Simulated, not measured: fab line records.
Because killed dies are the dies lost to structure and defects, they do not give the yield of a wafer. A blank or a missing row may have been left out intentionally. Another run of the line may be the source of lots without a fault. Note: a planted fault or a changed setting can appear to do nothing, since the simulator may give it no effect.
fab line records | flow nand-harc | part 1 of 2: steps 1 to 4 of 6
record: lots: 23 wafers: 69 last-day: 34
route steps=1302 shown A_STAIRCASE@667
lots that met no fault: from a run of the same line without faults
start-h: start of the lot's first displayed wafer, in hours after the record's first day | wait-h: time in hours since the lot's previous step | " the same as in the row above | L1.1+2: a single row standing in for several wafers | - no value, or no start given | * or withheld: withheld | < > ~ a bound
route shown NAME@n: a module of which the file shows steps, and the number in the route of the first | usual: mean and standard deviation over wafers with no fault | same: alike in all rows | chamber/n: place in a boat | sites: per-site readings | _std_site: the values' standard deviation | _edge_site: inner sites' mean taken away from outer sites' mean | radius-mm: for every site, how far away it sits from the centre of the wafer | mask NAME#n: copy n | behind: the last tool/chamber to shape the wafer | hold: what put the lot on hold/how long, in hours/how the hold closed | device: whichever transistor did not switch (one of n, p or np) | end of line: tests run on the same wafers once the route is complete | a step without rows: its recipe alone | killed: dies that structure and defects cost at the first sort, which is not the same as the wafer's yield | map: shows each die of a wafer: x if killed, . if not, _ if none is there
set.NAME: the setting as run; set.NAME@STEP: as run at that earlier step | model.NAME: the simulator's own value behind a step, which no gauge read
steps of the route over a sample of lots; a table a step, a row a wafer
services: from which hour (start-h, from the record's first day; less than 0 if before it) a tool's chamber was out of use, for how many hours, and why
== steps ==
step: NHARC_A_STAIRCASE_DESCUM_11
recipe: time-s: 3 o2-flow-sccm: 200 ar-flow-sccm: 0 bias-power-w: 0 chemistry: O2
usual: drypump-motor-current-A: 6.0/0.56 oes-product-au: 0.999/0.0078 rf-vpp-V: 57.8/0.79 showerhead-plenum-p-Torr: 1.92/0.093 throttle-valve-pct: 11.310/0.0083
same: bias-power-w: 0
columns lot.wafer tool chamber start-h wait-h drypump-motor-current-A oes-product-au rf-hours-counter-h rf-vpp-V showerhead-plenum-p-Torr throttle-valve-pct
L075.3 rie-diel-13 0 361.11 - 5.1 1.004 1 56.8 1.90 11.326
L075.5 " 1 " " 6.6 0.999 - 57.1 1.80 11.317
L075.6 " 2 " " 6.0 1.000 - 58.6 2.08 11.320
L074.2 rie-diel-11 0 361.40 - 6.2 0.979 35 59.4 1.79 11.302
L074.1 " 1 " " 6.2 1.011 33 57.7 1.87 11.304
L074.5 " 3 " " 6.1 1.002 - 57.4 1.94 11.315
L076.1 rie-diel-11 0 368.65 - 6.2 0.980 38 58.3 1.79 11.299
L076.3 " 1 " " 6.2 1.007 38 56.7 1.87 11.326
L076.2 " 2 " " 6.6 1.010 37 58.0 1.89 11.314
L077.3 rie-diel-13 3 381.90 - 5.8 0.986 5 57.5 1.94 11.323
L077.2 " 0 " " 5.1 0.992 5 57.2 1.90 11.331
L077.6 " 2 " " 6.0 0.992 - 58.1 2.08 11.316
L078.4 rie-diel-08 3 403.82 - 6.3 0.997 12 58.6 2.05 11.294
L078.2 " 0 " " 4.8 1.009 12 58.2 2.07 11.305
L078.5 " 1 " " 6.5 1.009 - 57.9 1.87 11.308
L079.4 rie-diel-11 0 408.87 - 6.2 0.986 49 57.2 1.79 11.308
L079.3 " 3 " " 6.1 0.989 51 57.8 1.94 11.307
L079.5 " 0 " " 6.2 0.988 - 58.5 1.79 11.322
L080.3 rie-diel-08 1 425.21 - 6.5 0.998 16 59.1 1.86 11.321
L080.5 " 1 " " 6.5 1.000 - 58.4 1.86 11.298
L080.6 " 2 " " 5.5 1.008 - 57.7 1.93 11.309
L082.1 rie-diel-11 0 425.36 - 6.2 1.006 55 57.5 1.79 11.320
L082.5 " 1 " " 6.2 0.999 - 58.2 1.86 11.301
L082.6 " 2 " " 6.6 1.016 - 57.4 1.88 11.324
L081.4 rie-diel-13 1 443.13 - 6.7 0.993 28 57.1 1.79 11.311
L081.1 " 2 " " 6.0 1.007 26 58.0 2.07 11.301
L081.3 " 0 " " 5.1 0.993 25 56.7 1.90 11.319
L083.1 rie-diel-13 3 455.13 - 5.8 1.002 28 58.7 1.93 11.308
L083.6 " 0 " " 5.1 1.008 - 57.8 1.89 11.308
L083.5 " 1 " " 6.7 1.000 - 57.0 1.79 11.335
L085.1 rie-diel-08 3 461.29 - 6.3 0.989 30 58.4 2.05 11.318
L085.3 " 0 " " 4.8 1.006 33 57.9 2.07 11.305
L085.5 " 0 " " 4.9 0.994 - 58.5 2.07 11.309
L084.3 rie-diel-13 3 461.52 - 5.8 0.996 31 57.7 1.93 11.309
L084.1 " 0 " " 5.0 1.004 31 56.9 1.89 11.318
L084.6 " 0 " " 5.0 1.011 - 57.7 1.89 11.321
L086.1 rie-diel-08 2 485.32 - 5.5 0.999 34 57.7 1.92 11.318
L086.4 " 1 " " 6.5 1.003 36 57.0 1.86 11.311
L086.5 " 2 " " 5.5 0.992 - 58.2 1.92 11.301
L087.3 rie-diel-08 1 499.65 - 6.5 0.989 41 56.4 1.86 11.304
L087.1 " 2 " " 5.5 0.990 37 58.0 1.92 11.315
L087.2 " 3 " " 6.3 0.992 40 57.9 2.04 11.297
L088.1 rie-diel-08 2 499.92 - 5.5 0.994 37 57.7 1.92 11.311
L088.4 " 3 " " 6.2 0.993 40 57.6 2.04 11.305
L088.5 " 0 " " 4.9 0.996 - 59.8 2.06 11.322
L091.1 rie-diel-11 2 510.62 - 6.6 0.991 22 58.4 1.87 11.316
L091.6 " 3 " " 6.1 0.991 - 57.7 1.93 11.319
L091.5 " 0 " " 6.2 0.998 - 57.4 1.78 11.325
L089.3 rie-diel-11 1 510.79 - 6.2 0.997 20 57.4 1.85 11.294
L089.6 " 2 " " 6.6 0.984 - 58.3 1.87 11.310
L089.5 " 3 " " 6.1 1.002 - 57.6 1.93 11.310
L090.2 rie-diel-08 1 515.40 - 6.5 0.998 47 55.3 1.85 11.312
L090.3 " 3 " " 6.2 0.988 46 57.2 2.04 11.311
L090.1 " 0 " " 4.9 1.008 47 59.2 2.06 11.306
L092.2 rie-diel-13 2 528.35 - 6.0 1.006 0 57.9 2.06 11.315
L092.1 " 1 " " 6.7 1.001 0 56.8 1.78 11.310
L092.5 " 2 " " 6.0 1.008 - 56.6 2.06 11.315
L095.1 rie-diel-13 1 553.85 - 6.6 0.996 8 56.8 1.78 11.315
L095.3 " 2 " " 6.0 1.010 6 59.0 2.06 11.301
L095.4 " 3 " " 5.8 0.986 6 58.1 1.93 11.309
L094.4 rie-diel-11 3 554.61 - 6.1 0.996 34 57.2 1.93 11.316
L094.3 " 0 " " 6.2 0.998 32 57.4 1.78 11.320
L094.1 " 2 " " 6.6 0.992 37 58.1 1.87 11.311
L093.2 rie-diel-13 0 559.66 - 5.1 0.998 10 58.4 1.89 11.306
L093.4 " 1 " " 6.7 1.006 9 57.3 1.78 11.304
L093.6 " 3 " " 5.8 0.986 - 59.1 1.93 11.319
L096.4 rie-diel-08 3 571.34 - 6.3 0.981 5 58.0 2.03 11.316
L096.1 " 1 " " 6.5 1.008 1 57.4 1.85 11.315
L096.6 " 0 " " 4.8 0.998 - 58.7 2.05 11.316
step: NHARC_A_STAIRCASE_ETCH_15
recipe: target-depth-a: 1000 time-s: 40.5 ion-energy-ev: 400 c4f8-flow-sccm: 20 o2-flow-sccm: 10 ar-flow-sccm: withheld rf-w: 600 bias-w: 1000 chemistry: C4F8/O2
usual: oes-product-au: 0.942/0.011 rf-vpp-V: 896/5.8
columns lot.wafer tool chamber start-h wait-h oes-product-au rf-hours-counter-h rf-vpp-V
L075.3 rie-diel-13 2 - - 0.957 1 906
L075.6 " 3 " " 0.942 - 896
L075.5 " 0 " " 0.944 - 894
L074.1 rie-diel-11 3 - - 0.941 34 898
L074.2 " 2 " " 0.959 32 893
L074.5 " 3 " " 0.942 - 899
L076.1 rie-diel-11 1 - - 0.936 39 892
L076.2 " 2 " " 0.937 37 896
L076.3 " 3 " " 0.924 37 900
L077.2 rie-diel-13 0 - - 0.949 6 895
L077.3 " 1 " " 0.952 5 889
L077.6 " 2 " " 0.962 - 906
L078.4 rie-diel-08 3 - - 0.947 12 905
L078.2 " 2 " " 0.937 10 898
L078.5 " 0 " " 0.961 - 905
L079.4 rie-diel-11 3 - - 0.957 51 897
L079.3 " 0 " " 0.931 49 888
L079.5 " 3 " " 0.952 - 898
L082.1 rie-diel-11 0 - - 0.945 55 887
L082.5 " 3 " " 0.947 - 897
L082.6 " 0 " " 0.943 - 888
L080.3 rie-diel-08 1 - - 0.939 17 894
L080.5 " 2 " " 0.936 - 897
L080.6 " 3 " " 0.947 - 904
L081.4 rie-diel-13 3 - - 0.924 24 897
L081.1 " 1 " " 0.932 28 888
L081.3 " 2 " " 0.940 27 904
L083.1 rie-diel-13 1 - - 0.961 32 888
L083.5 " 0 " " 0.956 - 895
L083.6 " 1 " " 0.959 - 888
L085.3 rie-diel-08 2 - - 0.943 27 897
L085.1 " 0 " " 0.945 33 907
L085.5 " 3 " " 0.946 - 904
L084.1 rie-diel-13 3 - - 0.933 31 897
L084.3 " 2 " " 0.950 34 904
L084.6 " 3 " " 0.933 - 898
L086.1 rie-diel-08 3 - - 0.950 37 903
L086.4 " 0 " " 0.959 37 905
L086.5 " 3 " " 0.943 - 903
L087.3 rie-diel-08 1 - - 0.935 42 892
L087.2 " 2 " " 0.929 38 896
L087.1 " 0 " " 0.926 42 906
L088.1 rie-diel-08 1 - - 0.946 42 893
L088.4 " 0 " " 0.945 42 905
L088.5 " 1 " " 0.941 - 892
L091.1 rie-diel-11 3 - - 0.930 22 898
L091.6 " 0 " " 0.923 - 886
L091.5 " 1 " " 0.939 - 892
L089.3 rie-diel-11 1 - - 0.941 20 892
L089.5 " 3 " " 0.935 - 896
L089.6 " 0 " " 0.931 - 887
L090.3 rie-diel-08 0 - - 0.936 47 904
L090.2 " 1 " " 0.953 47 891
L090.1 " 3 " " 0.933 46 904
L092.2 rie-diel-13 0 - - 0.923 0 894
L092.1 " 3 " " 0.923 0 898
L092.5 " 0 " " 0.923 - 895
L095.3 rie-diel-13 0 - - 0.935 8 894
L095.1 " 1 " " 0.957 8 888
L095.4 " 2 " " 0.951 6 904
L094.4 rie-diel-11 1 - - 0.941 35 892
L094.1 " 2 " " 0.933 38 892
L094.3 " 0 " " 0.946 32 887
L093.4 rie-diel-13 3 - - 0.931 8 896
L093.2 " 2 " " 0.941 8 906
L093.6 " 0 " " 0.938 - 894
L096.4 rie-diel-08 2 - - 0.962 4 896
L096.1 " 3 " " 0.939 5 902
L096.6 " 1 " " 0.956 - 893
step: NHARC_A_STAIRCASE_TRIM_18
recipe: time-s: 211.2 o2-flow-sccm: 500 ar-flow-sccm: 0 bias-w: 0 chemistry: O2
usual: drypump-motor-current-A: 6.0/0.56 oes-product-au: 0.999/0.0094 rf-vpp-V: 57.8/0.88 showerhead-plenum-p-Torr: 3.53/0.16 throttle-valve-pct: 17.035/0.009
columns lot.wafer tool chamber start-h wait-h drypump-motor-current-A oes-product-au rf-hours-counter-h rf-vpp-V showerhead-plenum-p-Torr throttle-valve-pct
L075.3 rie-diel-13 0 - - 5.1 1.000 2 58.4 3.51 17.038
L075.6 " 0 " " 5.1 1.004 - 56.9 3.51 17.032
L075.5 " 1 " " 6.7 1.001 - 56.0 3.33 17.025
L074.1 rie-diel-11 3 - - 6.1 0.992 34 57.7 3.58 17.019
L074.2 " 1 " " 6.2 0.998 34 55.6 3.45 17.036
L074.5 " 3 " " 6.1 0.985 - 60.1 3.58 17.050
L076.3 rie-diel-11 2 - - 6.6 0.998 37 58.3 3.48 17.049
L076.1 " 3 " " 6.1 0.994 38 58.4 3.58 17.042
L076.2 " 0 " " 6.2 0.992 39 57.9 3.32 17.030
L077.3 rie-diel-13 2 - - 6.0 1.008 5 58.4 3.81 17.035
L077.2 " 3 " " 5.9 0.988 6 56.0 3.58 17.042
L077.6 " 2 " " 6.0 1.001 - 59.5 3.81 17.048
L078.2 rie-diel-08 0 - - 4.9 0.997 12 58.1 3.80 17.042
L078.4 " 2 " " 5.5 1.001 10 57.6 3.56 17.051
L078.5 " 0 " " 4.9 0.988 - 59.1 3.80 17.033
L079.4 rie-diel-11 2 - - 6.6 1.008 50 57.6 3.47 17.044
L079.3 " 3 " " 6.1 0.999 51 58.0 3.57 17.032
L079.5 " 0 " " 6.2 0.994 - 57.3 3.31 17.034
L082.1 rie-diel-11 2 - - 6.6 1.011 55 57.4 3.47 17.031
L082.6 " 3 " " 6.1 0.995 - 58.0 3.57 17.031
L082.5 " 0 " " 6.2 0.985 - 55.7 3.31 17.031
L080.3 rie-diel-08 2 - - 5.5 0.999 18 57.6 3.55 17.041
L080.6 " 3 " " 6.3 0.997 - 57.8 3.76 17.026
L080.5 " 0 " " 4.8 0.999 - 59.1 3.80 17.028
L081.1 rie-diel-13 3 - - 5.8 0.986 26 58.3 3.57 17.040
L081.3 " 0 " " 5.1 0.992 27 57.3 3.50 17.039
L081.4 " 1 " " 6.6 0.996 29 58.8 3.32 17.034
L083.1 rie-diel-13 0 - - 5.1 1.000 29 58.1 3.50 17.022
L083.6 " 2 " " 6.0 1.010 - 57.7 3.79 17.039
L083.5 " 3 " " 5.8 0.997 - 58.2 3.56 17.046
L085.3 rie-diel-08 1 - - 6.5 1.018 29 56.1 3.44 17.034
L085.1 " 2 " " 5.5 1.005 27 58.4 3.55 17.028
L085.5 " 2 " " 5.5 1.002 - 58.5 3.55 17.011
L084.3 rie-diel-13 2 - - 6.0 1.013 34 57.3 3.79 17.042
L084.1 " 3 " " 5.8 1.001 31 57.2 3.56 17.029
L084.6 " 1 " " 6.7 1.012 - 57.6 3.31 17.052
L086.1 rie-diel-08 1 - - 6.5 1.012 36 57.5 3.43 17.019
L086.4 " 3 " " 6.3 1.011 38 57.8 3.75 17.031
L086.5 " 1 " " 6.5 1.002 - 57.1 3.43 17.030
L087.1 rie-diel-08 1 - - 6.5 1.003 42 58.2 3.43 17.039
L087.3 " 2 " " 5.5 0.995 38 58.9 3.54 17.031
L087.2 " 0 " " 4.9 0.997 43 58.6 3.78 17.035
L088.1 rie-diel-08 0 - - 4.8 1.012 43 60.0 3.78 17.042
L088.4 " 1 " " 6.5 1.006 42 57.6 3.43 17.046
L088.5 " 0 " " 4.8 1.014 - 57.6 3.78 17.061
L091.1 rie-diel-11 1 - - 6.2 1.009 20 56.8 3.43 17.036
L091.6 " 0 " " 6.2 0.998 - 57.6 3.30 17.036
L091.5 " 1 " " 6.2 1.000 - 57.9 3.43 17.021
L089.3 rie-diel-11 0 - - 6.2 1.002 19 56.9 3.30 17.040
L089.6 " 0 " " 6.2 1.003 - 58.1 3.30 17.043
L089.5 " 1 " " 6.2 1.003 - 57.2 3.43 17.046
L090.2 rie-diel-08 2 - - 5.5 0.986 45 58.5 3.54 17.030
L090.3 " 0 " " 4.9 0.999 48 59.8 3.78 17.031
L090.1 " 1 " " 6.5 1.000 49 58.3 3.43 17.028
L092.1 rie-diel-13 1 - - 6.7 1.008 0 58.0 3.30 17.038
L092.2 " 3 " " 5.8 0.995 0 58.4 3.55 17.031
L092.5 " 1 " " 6.6 1.004 - 57.7 3.30 17.020
L095.1 rie-diel-13 0 - - 5.0 0.992 8 58.3 3.48 17.044
L095.3 " 1 " " 6.6 1.015 8 57.3 3.30 17.033
L095.4 " 3 " " 5.9 0.991 6 58.6 3.55 17.022
L094.4 rie-diel-11 0 - - 6.2 1.000 33 57.7 3.29 17.042
L094.1 " 1 " " 6.2 0.991 36 58.3 3.42 17.047
L094.3 " 2 " " 6.6 0.986 38 57.4 3.45 17.025
L093.4 rie-diel-13 3 - - 5.8 0.981 8 57.7 3.55 17.043
L093.2 " 0 " " 5.0 0.987 10 58.5 3.48 17.038
L093.6 " 0 " " 5.1 0.993 - 57.7 3.48 17.027
L096.4 rie-diel-08 2 - - 5.5 1.019 5 56.4 3.53 17.029
L096.1 " 0 " " 4.8 1.008 5 58.4 3.77 17.033
L096.6 " 1 " " 6.5 1.026 - 57.4 3.42 17.034
step: NHARC_A_STAIRCASE_ETCH_19
recipe: target-depth-a: 1000 time-s: 40.5 ion-energy-ev: 400 c4f8-flow-sccm: 20 o2-flow-sccm: 10 ar-flow-sccm: withheld rf-w: 600 bias-w: 1000 chemistry: C4F8/O2
usual: oes-product-au: 0.943/0.01 rf-vpp-V: 896/6
columns lot.wafer tool chamber start-h wait-h oes-product-au rf-hours-counter-h rf-vpp-V
L075.3 rie-diel-13 2 - - 0.960 1 907
L075.6 " 1 " " 0.947 - 890
L075.5 " 2 " " 0.955 - 906
L074.1 rie-diel-11 1 - - 0.948 34 893
L074.2 " 2 " " 0.939 32 895
L074.5 " 0 " " 0.940 - 888
L076.1 rie-diel-11 3 - - 0.924 38 897
L076.2 " 0 " " 0.915 39 888
L076.3 " 2 " " 0.935 38 895
L077.3 rie-diel-13 2 - - 0.955 5 906
L077.2 " 3 " " 0.929 6 898
L077.6 " 1 " " 0.946 - 890
L078.2 rie-diel-08 1 - - 0.958 9 892
L078.4 " 3 " " 0.947 12 906
L078.5 " 0 " " 0.955 - 908
L079.4 rie-diel-11 0 - - 0.947 50 886
L079.3 " 1 " " 0.948 49 893
L079.5 " 2 " " 0.950 - 894
L082.1 rie-diel-11 3 - - 0.942 56 898
L082.5 " 3 " " 0.947 - 898
L082.6 " 0 " " 0.937 - 888
L080.3 rie-diel-08 0 - - 0.934 19 905
L080.6 " 1 " " 0.935 - 892
L080.5 " 2 " " 0.951 - 897
L081.3 rie-diel-13 0 - - 0.947 27 894
L081.4 " 1 " " 0.952 31 887
L081.1 " 3 " " 0.940 27 897
L083.1 rie-diel-13 1 - - 0.957 32 889
L083.6 " 0 " " 0.957 - 895
L083.5 " 1 " " 0.957 - 887
L085.1 rie-diel-08 2 - - 0.943 27 897
L085.3 " 3 " " 0.949 30 906
L085.5 " 2 " " 0.945 - 897
L084.1 rie-diel-13 2 - - 0.961 34 906
L084.3 " 0 " " 0.946 31 896
L084.6 " 3 " " 0.958 - 897
L086.4 rie-diel-08 2 - - 0.939 35 895
L086.1 " 0 " " 0.954 37 904
L086.5 " 2 " " 0.926 - 897
L087.3 rie-diel-08 3 - - 0.935 41 903
L087.2 " 0 " " 0.949 43 905
L087.1 " 2 " " 0.930 38 897
L088.1 rie-diel-08 2 - - 0.939 39 897
L088.4 " 3 " " 0.931 41 904
L088.5 " 1 " " 0.948 - 892
L091.1 rie-diel-11 1 - - 0.915 20 892
L091.6 " 3 " " 0.943 - 898
L091.5 " 0 " " 0.930 - 887
L089.3 rie-diel-11 3 - - 0.956 22 898
L089.6 " 2 " " 0.943 - 894
L089.5 " 3 " " 0.942 - 898
L090.3 rie-diel-08 2 - - 0.930 45 896
L090.1 " 3 " " 0.935 47 905
L090.2 " 0 " " 0.949 48 905
L092.2 rie-diel-13 3 - - 0.947 0 896
L092.1 " 0 " " 0.944 1 895
L092.5 " 3 " " 0.935 - 897
L095.1 rie-diel-13 1 - - 0.944 8 887
L095.4 " 3 " " 0.938 6 896
L095.3 " 0 " " 0.931 9 896
L094.1 rie-diel-11 3 - - 0.935 35 898
L094.3 " 0 " " 0.937 33 887
L094.4 " 1 " " 0.952 36 891
L093.2 rie-diel-13 2 - - 0.950 8 904
L093.4 " 0 " " 0.926 10 894
L093.6 " 1 " " 0.960 - 887
L096.4 rie-diel-08 0 - - 0.949 5 904
L096.1 " 1 " " 0.959 2 891
L096.6 " 2 " " 0.964 - 897
